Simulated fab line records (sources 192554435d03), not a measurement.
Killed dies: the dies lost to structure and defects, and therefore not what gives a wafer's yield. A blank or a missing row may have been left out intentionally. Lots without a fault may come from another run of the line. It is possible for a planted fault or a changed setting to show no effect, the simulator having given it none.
Matching of chambers + flow n5 finfet + N5_SDB_ETCH_25 on rie diel-06 has 4 sister chambers
The step etches SiO2 in C4F6/O2, target depth 10 nm, time 3.3 s. 20 wafers are shown with their chamber, then 10 later ones without.

EACH WAFER AND ITS CHAMBER
| wafer  | chamber | showerhead plenum p Torr (Torr) | rf vpp V (V) | throttle valve pct (%) |
|--------|---------|---------------------------------|--------------|------------------------|
| L076.3 | 0       | 2.80                            | 678          | 21.57                  |
| L076.4 | 2       | 2.80                            | 671          | 21.00                  |
| L076.6 | 1       | 2.91                            | 680          | 21.55                  |
| L078.1 | 3       | 2.84                            | 682          | 21.44                  |
| L078.2 | 2       | 2.80                            | 671          | 21.00                  |
| L078.5 | 1       | 2.91                            | 680          | 21.57                  |
| L079.1 | 2       | 2.80                            | 670          | 21.01                  |
| L079.3 | 1       | 2.91                            | 679          | 21.56                  |
| L079.5 | 3       | 2.84                            | 683          | 21.45                  |
| L081.2 | 1       | 2.90                            | 679          | 21.58                  |
| L081.3 | 2       | 2.79                            | 670          | 21.02                  |
| L081.4 | 1       | 2.90                            | 682          | 21.59                  |
| L082.3 | 2       | 2.79                            | 670          | 21.02                  |
| L082.4 | 0       | 2.80                            | 678          | 21.28                  |
| L082.6 | 3       | 2.83                            | 682          | 21.46                  |
| L085.3 | 2       | 2.79                            | 670          | 21.02                  |
| L085.5 | 0       | 2.79                            | 677          | 21.28                  |
| L085.6 | 3       | 2.83                            | 682          | 21.47                  |
| L088.1 | 1       | 2.90                            | 680          | 21.24                  |
| L088.5 | 3       | 2.82                            | 680          | 21.49                  |

SIGNATURES, as means of the wafers listed above
| reading                  | chamber 0 | chamber 1 | chamber 2 | chamber 3 | scatter within a chamber |
|--------------------------|-----------|-----------|-----------|-----------|--------------------------|
| showerhead plenum p Torr | 2.7967    | 2.9050    | 2.7950    | 2.8320    | 0.00636                  |
| rf vpp V                 | 677.67    | 680.00    | 670.33    | 681.80    | 0.894                    |
| throttle valve pct       | 21.3767   | 21.5150   | 21.0117   | 21.4620   | 0.0968                   |
Rule: for each reading, subtract the chamber's mean from the wafer's reading, divide by that reading's scatter and square the result; add these up over the readings and take the root, which gives the wafer's distance from the chamber. If the next closest chamber is less than 2 further off than the closest, the wafer can't be placed; otherwise it belongs to the closest. The scatter: take each reading less its chamber's mean, square it, sum over the shown wafers, divide by the number of wafers less the number of chambers, and take the root.

WAFERS WITH NO CHAMBER GIVEN
| wafer  | showerhead plenum p Torr (Torr) | rf vpp V (V) | throttle valve pct (%) |
|--------|---------------------------------|--------------|------------------------|
| L088.6 | 2.79                            | 670          | 21.04                  |
| L094.2 | 2.78                            | 671          | 21.07                  |
| L094.3 | 2.78                            | 676          | 21.34                  |
| L094.4 | 2.82                            | 683          | 21.49                  |
| L096.3 | 2.89                            | 680          | 21.27                  |
| L096.4 | 2.82                            | 680          | 21.50                  |
| L096.5 | 2.82                            | 681          | 21.49                  |
| L097.2 | 2.78                            | 670          | 21.08                  |
| L097.4 | 2.78                            | 676          | 21.34                  |
| L097.5 | 2.78                            | 676          | 21.32                  |

WHICH CHAMBER EACH ONE RAN IN
| wafer  | from the rows above     | in truth |
|--------|-------------------------|----------|
| L088.6 | 2                       | 2        |
| L094.2 | 2                       | 2        |
| L094.3 | 0                       | 0        |
| L094.4 | 3                       | 3        |
| L096.3 | 1                       | 1        |
| L096.4 | can't be placed: 3 or 0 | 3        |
| L096.5 | 3                       | 3        |
| L097.2 | 2                       | 2        |
| L097.4 | 0                       | 0        |
| L097.5 | 0                       | 0        |
Placed correctly: 9 of 10. Unplaceable from these rows: 1, with the true chamber sitting among the candidates in 1. 0 placed wrongly.
